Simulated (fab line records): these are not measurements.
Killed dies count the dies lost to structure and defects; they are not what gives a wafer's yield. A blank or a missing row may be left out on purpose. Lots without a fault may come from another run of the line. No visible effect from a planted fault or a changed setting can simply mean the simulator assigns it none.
fab line records | flow n5Finfet
record lots=4 | wafers=12 | lastDay=17
route steps=1938 shown SD_EPI_P@319 SD_ACTIVATION@330 ILD0@335 SDB@347 BEOL_M4@1111 PASSIVATION@1936
lots that met no fault: from a run of the same line without faults
startH: hours from the record's first day to the start of the lot's first wafer shown | waitH: hours elapsed since this lot's preceding step | " the same as in the row above | L1.1+2: a row that stands for several wafers | - no value, or no start given | * or withheld: withheld | < > ~ a bound
route shown NAME@n: names a module that has steps shown in the file, with the first one's number in the route | usual: average and standard deviation across the fault-free wafers | same: alike in all rows | chamber/n: place in a boat | sites: per-site readings | _std_site: standard deviation across them | _edge_site: outer sites' mean less inner sites' | radiusMm: how far each site lies from the wafer's centre | mask NAME#n: copy n | behind: the last tool/chamber to shape the wafer | hold: what put the lot on hold/how long, in hours/how the hold closed | device: which transistor (n, p or np) failed to switch | end of line: the same wafers' tests at the end of the route | step lacking rows: just its recipe | killed: not the wafer's yield, but the dies lost to structure and defects at the first sort | map: shows each die of a wafer: x if killed, . if not, _ if none is there
set.NAME: the setting the step ran with; set.NAME@STEP: the setting that earlier step ran with | model.NAME: the simulator's own value behind a step, which no gauge read
a table for each step, a row for each wafer; lots at some steps of the route
services: a tool's chamber out of use, with start hour (startH, from the record's first day; less than 0 if before it), hours out, and reason
## steps
# step N5_SD_EPI_P_PRECLEAN_51
# recipe chemistry=NF3:NH3 | afsCycles=1 | tempC=30 | timeS=20 | sublimationTempC=180 | sublimationTimeS=60 | pressureTorr=3 | rfPowerW=30
# step N5_SD_EPI_P_VAPOR_ETCH_44
# recipe chemistry=NF3/Ar | target=SiGe30 | tempC=25 | timeS=3.3 | mode=isotropic
# step N5_SD_EPI_P_EPI_21
# recipe material=SiGe:B | dopant=B | tempC=550 | pressureTorr=20 | ambient=H2 | timeS=355
# step N5_SD_EPI_P_HM_STRIP_48
# recipe chemistry=H3PO4 | tempC=160 | material=SiNx | target=SiNx | targetDepthA=30 | overetchFraction=0.3
# step N5_SD_EPI_P_SRD_49
# recipe dry=ipaMarangoni | timeS=30 | tempC=23 | rinseLiquid=diw
# step N5_SD_EPI_P_PRECLEAN_24
# recipe chemistry=O3/DIW | timeS=45 | tempC=22 | o3Ppm=10
# step N5_SD_EPI_P_PRECLEAN_32
# recipe chemistry=dHF | timeS=10 | dilution=500:1 | tempC=25
# step N5_SD_EPI_P_PRECLEAN_33
# recipe chemistry=SC2 | timeS=45 | tempC=35 | mix=1:1:50
# step N5_SD_EPI_P_SRD_25
# recipe timeS=30 | tempC=23 | rinseLiquid=diw | dry=ipaMarangoni
# step N5_SD_ACTIVATION_RTA_00
# recipe tempC=975 | timeS=0 | ambient=N2 | idleTempC=600 | rampUpCPerS=150 | rampDownCPerS=60 | coolToC=600
# step N5_SD_ACTIVATION_LSA_01
# recipe tempC=1080 | timeS=0.0008 | ambient=N2
# usual wafer_temp_C_max=1084.8/1.3
lot.wafer | tool           | chamber | startH | waitH | wafer_temp_C_max
L389.1    | laserAnneal-02 | 0       | 95.23  | 0.2   | 1084.7
L389.4    | "              | 0       | "      | "     | 1085.9
L389.6    | "              | 0       | "      | "     | 1085.3
L394.1    | laserAnneal-02 | 0       | 125.84 | 0.2   | 1079.4
L394.2    | "              | 0       | "      | "     | 1079.0
L394.3    | "              | 0       | "      | "     | 1079.1
L396.1    | laserAnneal-02 | 0       | 136.14 | 0.2   | 1077.7
L396.4    | "              | 0       | "      | "     | 1077.5
L396.5    | "              | 0       | "      | "     | 1077.9
L405.3    | laserAnneal-01 | 0       | 192.05 | 0.2   | 1082.7
L405.4    | "              | 0       | "      | "     | 1084.8
L405.6    | "              | 0       | "      | "     | 1083.9
# step N5_SD_ACTIVATION_RS_MEAS_03
# recipe thkMeasGauge=four-point-probe
# usual RS_SD_N=21.88/0.28 | RS_SD_P=56.1/0.85
lot.wafer | tool         | chamber | startH | waitH | RS_SD_N[ohm/sq] | RS_SD_P[ohm/sq]
L389.1    | filmMetro-01 | -       | 95.43  | 0.2   | 21.99           | 55.3
L389.4    | "            | -       | "      | "     | 21.68           | 56.1
L389.6    | "            | -       | "      | "     | 21.57           | 55.1
L394.1    | filmMetro-02 | -       | 126.06 | 0.2   | 23.01           | 55.2
L394.2    | "            | -       | "      | "     | 22.87           | 55.9
L394.3    | "            | -       | "      | "     | 22.80           | 55.4
L396.1    | filmMetro-02 | -       | 136.36 | 0.2   | 22.32           | 56.5
L396.4    | "            | -       | "      | "     | 22.73           | 55.9
L396.5    | "            | -       | "      | "     | 22.94           | 55.8
L405.3    | filmMetro-02 | -       | 192.25 | 0.2   | 21.91           | 56.2
L405.4    | "            | -       | "      | "     | 22.22           | 55.7
L405.6    | "            | -       | "      | "     | 21.86           | 55.8
# step N5_ILD0_LINER_00
# recipe material=SiNx | targetThkA=40 | tempC=400 | aldPrecursorFamily=SiH2I2 | aldCoReactant=N2/H2-plasma | pulseTimeS=1 | purgeTimeS=2 | coReactantPurgeTimeS=2 | aldCycles=80 | pressureTorr=2
# step N5_ILD0_FCVD_FILL_01
# recipe material=SiO2_flowable | targetThkA=2000 | tempC=100 | pressureTorr=0.8 | rfW=2000 | timeS=328.3
# step N5_ILD0_CURE_02
# recipe tempC=450 | timeS=1800 | ambient=steam | idleTempC=400 | rampUpCPerMin=5 | rampDownCPerMin=3 | densificationPH2oTorr=640
# step N5_ILD0_CMP_03
# recipe stopOn=SiNx | tOverpolishS=1.9 | postCmpClean=alkalineBrush | downForcePsi=4.1491 | platenRpm=51.796 | padVelocityMS=1.0306 | targetThkNm=197.38
# step N5_ILD0_CMP_07
# recipe stopOn=poly-Si | material=SiO2_flowable | tOverpolishS=1.18 | postCmpClean=alkalineBrush | downForcePsi=4.1491 | platenRpm=51.796 | padVelocityMS=1.0306 | targetThkNm=138.88
# step N5_ILD0_PRECLEAN_10
# recipe chemistry=NF3:NH3 | afsCycles=5 | timeS=20 | tempC=30 | sublimationTempC=180 | sublimationTimeS=60 | pressureTorr=3 | rfPowerW=30
# step N5_ILD0_ALD_15
# recipe material=SiNx | targetThkA=240 | tempC=400 | aldPrecursorFamily=SiH2I2 | aldCoReactant=N2/H2-plasma | pulseTimeS=1 | aldCycles=480 | purgeTimeS=2 | coReactantPurgeTimeS=2 | pressureTorr=2
# step N5_ILD0_CMP_12
# recipe stopOn=poly-Si | material=SiNx | tOverpolishS=6 | postCmpClean=alkalineBrush | downForcePsi=2.5 | platenRpm=51.8 | padVelocityMS=1.0307 | targetThkNm=17.67
# step N5_SDB_HM_DEP_00
# recipe material=SiNx | targetThkA=400 | tempC=400 | precursor=SiH4/NH3/N2 | pressureTorr=1.5 | rfW=300 | timeS=35.3
# step N5_SDB_COAT_03
# recipe resist=SOC | tempC=250 | timeS=60 | spinRpm=1500 | resistThkNm=100
# step N5_SDB_COAT_04
# recipe resist=SiARC | tempC=220 | timeS=60 | spinRpm=1500 | resistThkNm=18
# step N5_SDB_COAT_05
# recipe resist=CAR-ArF | spinRpm=1500 | resistThkNm=90
# step N5_SDB_EBR_07
# recipe solvent=PGMEA | ebrWidthMm=1.5
# step N5_SDB_SOFTBAKE_06
# recipe tempC=110 | timeS=60 | resist=CAR-ArF
# step N5_SDB_EXPOSE_08
# recipe maskId=SDB | na=1.35 | sourceShape=conventional | sigmaOuter=0.5 | polarization=unpolarized | doseMj=49.6
# step N5_SDB_PEB_09
# recipe pebTempC=withheld | pebTimeS=60 | resist=CAR-ArF
# step N5_SDB_DEVELOP_10
# recipe developTimeS=30 | developer=TMAH | resist=CAR-ArF | rinseLiquid=diw | dry=airSpin | devTempC=23
# step N5_SDB_DESCUM_16
# recipe chemistry=O2 | timeS=7.9 | sourcePowerW=50 | biasPowerW=20 | pressureMtorr=20 | rfFrequencyHz=2.712e+07 | tempC=40 | resist=CAR-ArF | o2FlowSccm=225
# step N5_SDB_ETCH_17
# recipe chemistry=CF4 | target=SiARC | targetDepthA=234 | maskMaterial=CAR-ArF | timeS=39 | ionEnergyEv=80 | pressureMtorr=40 | sourceW=545 | biasW=36 | Ar_flow_sccm=100 | cf4FlowSccm=100 | ends=cleared
# step N5_BEOL_M4_RC_MEAS_101
# usual DIBL_N=37.1/2.4 | DIBL_P=37/3 | IOFF_N=0.18/0.053 | IOFF_P=0.21/0.05 | ION_N=674/14 | ION_P=459/9.2 | RS_SD_N=28.4/0.36 | SS_N=72.1/0.9 | SS_P=73.4/0.89 | VT_N=250/3.8 | VT_P=-251/3.7
lot.wafer | tool      | chamber | startH | waitH | DIBL_N[mV/V] | DIBL_P[mV/V] | IOFF_N[nA/um] | IOFF_P[nA/um] | ION_N[uA/um] | ION_P[uA/um] | RS_SD_N[ohm/sq] | SS_N[mV/dec] | SS_P[mV/dec] | VT_N[mV] | VT_P[mV]
L389.1    | prober-01 | 0       | 210.22 | 0.0   | 36.4         | 37           | 0.16          | 0.19          | 679          | 456          | 28.7            | 71.7         | 74.1         | 249      | -253
L389.4    | "         | 0       | "      | "     | 38.1         | 40           | 0.20          | 0.22          | 691          | 469          | 28.4            | 71.4         | 74.5         | 247      | -251
L389.6    | "         | 0       | "      | "     | 40.5         | 42           | 0.23          | 0.27          | 669          | 456          | 28.0            | 73.2         | 75.3         | 248      | -252
L394.1    | prober-01 | 0       | 234.22 | 0.0   | 41.7         | 43           | 0.31          | 0.32          | 687          | 466          | 29.7            | 73.9         | 75.5         | 243      | -244
L394.2    | "         | 0       | "      | "     | 35.5         | 36           | 0.17          | 0.20          | 681          | 463          | 29.6            | 72.0         | 74.1         | 249      | -250
L394.3    | "         | 0       | "      | "     | 40.8         | 39           | 0.32          | 0.26          | 684          | 468          | 29.5            | 74.2         | 74.3         | 244      | -246
L396.1    | prober-01 | 0       | 257.22 | 0.0   | 40.0         | 41           | 0.25          | 0.29          | 688          | 470          | 28.8            | 73.4         | 74.9         | 245      | -246
L396.4    | "         | 0       | "      | "     | 36.5         | 36           | 0.17          | 0.21          | 661          | 456          | 29.1            | 72.8         | 74.3         | 251      | -250
L396.5    | "         | 0       | "      | "     | 32.2         | 31           | 0.11          | 0.14          | 647          | 443          | 29.2            | 71.4         | 72.0         | 257      | -255
L405.3    | prober-01 | 0       | 309.93 | 0.3   | 38.0         | 39           | 0.20          | 0.21          | 685          | 458          | 28.2            | 72.1         | 73.7         | 248      | -254
L405.4    | "         | 0       | "      | "     | 35.8         | 35           | 0.15          | 0.16          | 662          | 443          | 28.6            | 71.5         | 73.2         | 253      | -257
L405.6    | "         | 0       | "      | "     | 36.7         | 36           | 0.16          | 0.17          | 667          | 448          | 28.5            | 71.7         | 73.5         | 247      | -257
# step N5_PASSIVATION_PROBE_49
# usual defectLimitedYield=91.6/1.4 | killed_at_M0_to_M3=32/9.5 | killed_at_M4_up=13/6 | killedAtContacts=12/5.6 | killedAtFrontEnd=39/11 | killedAtOther=2.8/2.3 | killedDies=99/16 | killedOpen=65/12 | killedShort=32/7.6 | sort_bin_4_leakage=0.1/0.88 | sort_bin_5_function=4.8/0.88 | sort_bin_6_memory=3.2/0.65 | sortNPass=1077/29 | sortYieldPct=91.2/2.5
# same grossDies=1180 | killedAtBackSide=0 | sort_bin_8_speed[%]=0
lot.wafer | tool      | chamber | startH | waitH | defectLimitedYield[%] | killed_at_M0_to_M3 | killed_at_M4_up | killedAtContacts | killedAtFrontEnd | killedAtOther | killedDies | killedOpen | killedShort | sort_bin_4_leakage[%] | sort_bin_5_function[%] | sort_bin_6_memory[%] | sortNPass | sortYieldPct[%]
L389.1    | prober-02 | -       | 322.59 | 0.0   | 92.6                  | 37                 | 7               | 9                | 31               | 3             | 87         | 43         | 42          | 0                     | 4.5                    | 2.5                  | 1093      | 92.6
L389.4    | prober-02 | -       | 322.74 | 0.2   | 90.6                  | 33                 | 10              | 17               | 48               | 3             | 111        | 77         | 30          | 0                     | 5.8                    | 3.4                  | 1069      | 90.6
L389.6    | prober-02 | -       | 322.84 | 0.3   | 93.2                  | 37                 | 4               | 9                | 30               | 0             | 80         | 57         | 23          | 0                     | 3.9                    | 2.8                  | 1100      | 93.2
L394.1    | prober-02 | -       | 337.27 | 0.0   | 91.0                  | 32                 | 23              | 5                | 43               | 3             | 106        | 60         | 33          | 0.3                   | 5.2                    | 2.8                  | 1070      | 90.7
L394.3    | prober-02 | -       | 337.37 | 0.1   | 92.4                  | 42                 | 11              | 7                | 27               | 3             | 90         | 43         | 47          | 0.4                   | 4.1                    | 3.1                  | 1085      | 91.9
# killed by level:class
L389.1 BEOL_M0_SAQP:geometricParticle:short=16 FIN_SAQP:geometricParticle:short=8 FIN_SAQP:geometricParticle:open=8 MOL_CONTACT_COAG:geometricParticle:open=8 BEOL_M0_SAQP:geometricParticle:open=7 BEOL_M2:geometricParticle:open=5 BEOL_M1:geometricParticle:open=4 STI_FIN_REVEAL:geometricParticle:open=3
L389.4 MOL_CONTACT_COAG:geometricParticle:open=14 FIN_SAQP:geometricParticle:open=12 FIN_SAQP:geometricParticle:short=11 BEOL_M3:geometricParticle:open=10 DUMMY_GATE:geometricParticle:open=6 BEOL_M1:geometricParticle:open=6 BEOL_M2:geometricParticle:open=5 STI_FIN_REVEAL:geometricParticle:open=5
L389.6 BEOL_M1:geometricParticle:open=13 FIN_SAQP:geometricParticle:open=8 FIN_SAQP:geometricParticle:short=8 MOL_CONTACT_COAG:geometricParticle:open=7 BEOL_M3:geometricParticle:open=6 STI_FIN_REVEAL:geometricParticle:open=4 BEOL_M0_SAQP:geometricParticle:open=4 DUMMY_GATE:geometricParticle:open=3
L394.1 BEOL_M4:geometricParticle:open=11 HKMG_FIN:areaEtch=11 BEOL_M0_SAQP:geometricParticle:short=9 BEOL_M0_SAQP:geometricParticle:open=7 FIN_SAQP:geometricParticle:open=6 FIN_SAQP:geometricParticle:short=4 GATE_CUT:geometricParticle:open=4 BEOL_M2:geometricParticle:open=4
L394.3 BEOL_M0_SAQP:geometricParticle:short=14 BEOL_M0_SAQP:geometricParticle:open=12 GATE_CUT:geometricParticle:short=8 BEOL_M2:geometricParticle:open=7 BEOL_M4:geometricParticle:open=7 MOL_CONTACT_COAG:geometricParticle:open=6 FIN_SAQP:geometricParticle:short=5 FIN_SAQP:geometricParticle:open=4
## services
tool           | chamber | startH | hours | kind
laserAnneal-01 | -       | 125.49 | 2.3   | pm
laserAnneal-01 | -       | 153.15 | 6.5   | pm
laserAnneal-02 | -       | 174.07 | 10.5  | pm
## key
firstSign step=N5_SD_ACTIVATION_LSA_01 | reading=wafer_temp_C_max | direction=down | sigmas=5.1 | usual=* | struck=*
effect step=N5_SD_ACTIVATION_RS_MEAS_03 | reading=RS_SD_N | direction=up | sigmas=3.2 | usual=21.88 | struck=22.78
effect step=N5_BEOL_M4_RC_MEAS_101 | reading=RS_SD_N | direction=up | sigmas=2.6 | usual=28.4 | struck=29.3
metAt N5_SD_ACTIVATION_LSA_01
struckWafers L394.1,L394.2,L394.3,L396.1,L396.4,L396.5
baselineLoss step=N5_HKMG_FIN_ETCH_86 | wafers=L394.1
onsetBetween 95.23 125.84
fault kind=processParameterDrift | tool=laserAnneal-02 | chamber=- | onsetH=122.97 | steps=N5_SD_ACTIVATION_LSA_01 | channel=tempC | offset=* | shape=step | endH=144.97 | stated=*
# baselineLoss: these wafers lose ten dies or more at that step, a loss of the line's own and not of a fault; the sort's usual values leave them out
